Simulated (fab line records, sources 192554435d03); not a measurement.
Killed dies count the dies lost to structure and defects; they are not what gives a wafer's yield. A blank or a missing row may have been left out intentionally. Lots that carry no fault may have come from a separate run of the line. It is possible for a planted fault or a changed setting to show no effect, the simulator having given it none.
Struck lot and sound lot, side by side    flow n5Finfet    26 out of 1938 route steps
Sound: the wafers L162.1, L162.2, L162.6. Wafers L169.3, L169.4, L169.5 were the ones struck. Last of all comes the cause.
Order at every step that has rows: each side's tool, ch and its chambers, its first start. Under that, the readings that differ: sound wafers    struck wafers    difference of the means    sigmas: that difference in standard deviations of wafers without a fault.
alike: readings with means less than 2 such deviations apart, plus words and numbers identical on both sides. not compared: withheld readings, readings lacking a value on some wafer, bounds such as >300 that could conceal the same value, and numbers that have no deviation in the record and whose values overlap.
The two part at a step that has a row with sigmas, a row that says differs or no value, or rows on one side only. Numbers that don't overlap but have no deviation are shown without sigmas and don't part them. A reading that every wafer of one side lacks parts them only if that side has two wafers or more.

first, 9 steps without rows for these wafers: N5_BEOL_M4_ILD_DEP_00 (deposits SiOC from DEMS/O2, target thk 79 nm, time 15.3 s); N5_BEOL_M4_PECVD_72 (deposits SiO2 from TEOS/O2, target thk 16 nm, time 18 s); N5_BEOL_M4_HM_DEP_02 (deposits TiN, target thk 20 nm); N5_BEOL_M4_COAT_61 (time 60 s, resist thk 60 nm); N5_BEOL_M4_COAT_62 (time 60 s, resist thk 12 nm); N5_BEOL_M4_COAT_73 (time 60 s, resist thk 5 nm); N5_BEOL_M4_COAT_05 (resist thk 30 nm); N5_BEOL_M4_EBR_07; N5_BEOL_M4_SOFTBAKE_06 (time 60 s).
N5_BEOL_M4_EXPOSE_08: exposes mask M4.
  sound on euvScanner-02 ch 0, day 9 08:49; struck on euvScanner-02 ch 0, day 11 15:02
reading            sound              struck             difference  sigmas
exposureDoseMJCm2  41.25 41.25 41.25  38.32 38.26 38.20  -2.99       -77
  alike: mask
then, 2 steps without rows for these wafers: N5_BEOL_M4_PEB_09 (peb time 60 s); N5_BEOL_M4_DEVELOP_10 (develop time 30 s).
N5_BEOL_M4_CD_MEAS_11: target cd 16.79 nm.
  sound on cdSem-03 ch 0, day 9 08:56; struck on cdSem-03 ch 0, day 11 15:09
reading    sound              struck             difference  sigmas
cdNm (nm)  16.52 16.62 16.98  15.33 15.31 15.66  -1.27       -5
then, 1 step without rows for these wafers: N5_BEOL_M4_DESCUM_16 (chemistry O2, time 7 s).
N5_BEOL_M4_ETCH_74: etches underlayer in N2/H2, target depth 6.5 nm, time 5.2 s.
  sound on rieDiel-05 ch 1,2,3, day 9 09:07; struck on rieDiel-01 ch 1,3, day 11 15:29
reading                        sound      struck          difference  sigmas
model.BEOL_M4.cdOffsetNm (nm)  0.4 0 0.2  -1.2 -1.4 -1.2  -1.5        
  alike: biasW, chamberPressureMTorr, drypumpMotorCurrentA, etchRfOnTimeS, oesProductAu, rfVppV, showerheadPlenumPTorr, throttleValvePct
  not compared: rfHoursCounterH
then, 5 steps without rows for these wafers: N5_BEOL_M4_ETCH_63 (etches SiARC in CF4, target depth 15.6 nm, time 26 s); N5_BEOL_M4_ETCH_64 (etches SOC in N2/H2, target depth 75 nm, overetch 22.5 nm, time 121.9 s); N5_BEOL_M4_STRIP_65 (strips in N2/H2); N5_BEOL_M4_STRIP_75 (strips in N2/H2); N5_BEOL_M4_STRIP_66 (strips in CF4).
N5_BEOL_M4_HM_OPEN_17: chemistry Cl2/BCl3, target TiN, target depth 20 nm, overetch 6 nm.
  sound on rieMetal-03 ch 0,1, day 9 09:20; struck on rieMetal-01 ch 0,1, day 11 15:44
reading                        sound         struck        difference  sigmas
model.BEOL_M4.cdOffsetNm (nm)  0.2 -0.2 0.4  -1.4 -1.4 -1  -1.4        
  alike: biasW, chamberPressureMTorr, drypumpMotorCurrentA, oesProductAu, throttleValvePct
  not compared: rfHoursCounterH
then, 1 step without rows for these wafers: N5_BEOL_M4_STRIP_19 (strips in O2).
N5_BEOL_M4_CD_MEAS_18: pitch 36 nm, target cd 18 nm.
  sound: cdSem-01 at day 9 09:31; struck: cdSem-01 at day 11 16:11
reading    sound           struck          difference  sigmas
cdNm (nm)  18.6 18.2 18.3  16.5 16.6 16.9  -1.7        -5
then, 1 step without rows for these wafers: N5_BEOL_M4_COAT_67 (time 60 s, resist thk 60 nm).
N5_BEOL_M4_RC_MEAS_101:
  the record has rows for the sound wafers here (prober-02 ch 0, day 10 05:01) and none for the struck ones
-- here the record skips 5 days between the struck wafers' starts before and after, leaving off in module BEOL_M4 and picking up in module PASSIVATION (first step shown: number 1936 of the route) --
N5_PASSIVATION_PROBE_49:
  sound: prober-01 at day 14 05:29; struck: prober-02 at day 16 16:40
reading                  sound           struck          difference  sigmas
defectLimitedYield (%)   89.9 90.2 91.4  0 0 0           -90         -60
killed_at_M4_up          13 12 14        1079 1064 1089  +1064       +99 or more
killedDies               119 116 102     1180 1180 1180  +1068       +59
killedOnRim              14 14 19        152 152 152     +136        +32
sort_bin_5_function (%)  5.9 5.8 4.7     49.2 43.5 45.9  +40.7       +41
sortNPass                1061 1064 1078  0 0 0           -1068       -59
sortYieldPct (%)         89.9 90.2 91.4  0 0 0           -90         -60
  alike: killed_at_M0_to_M3, killedAtContacts, killedAtFrontEnd, killedAtOther, killedOpen, killedShort, sort_bin_6_memory

== WHERE THEY PART ==
Last at N5_PASSIVATION_PROBE_49 as far as this record goes, first at N5_BEOL_M4_EXPOSE_08.

WHY: whatever the simulator had introduced
Drift in process parameters on euvScanner-02 at N5_BEOL_M4_EXPOSE_08, starting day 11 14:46. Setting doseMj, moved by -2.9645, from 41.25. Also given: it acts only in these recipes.
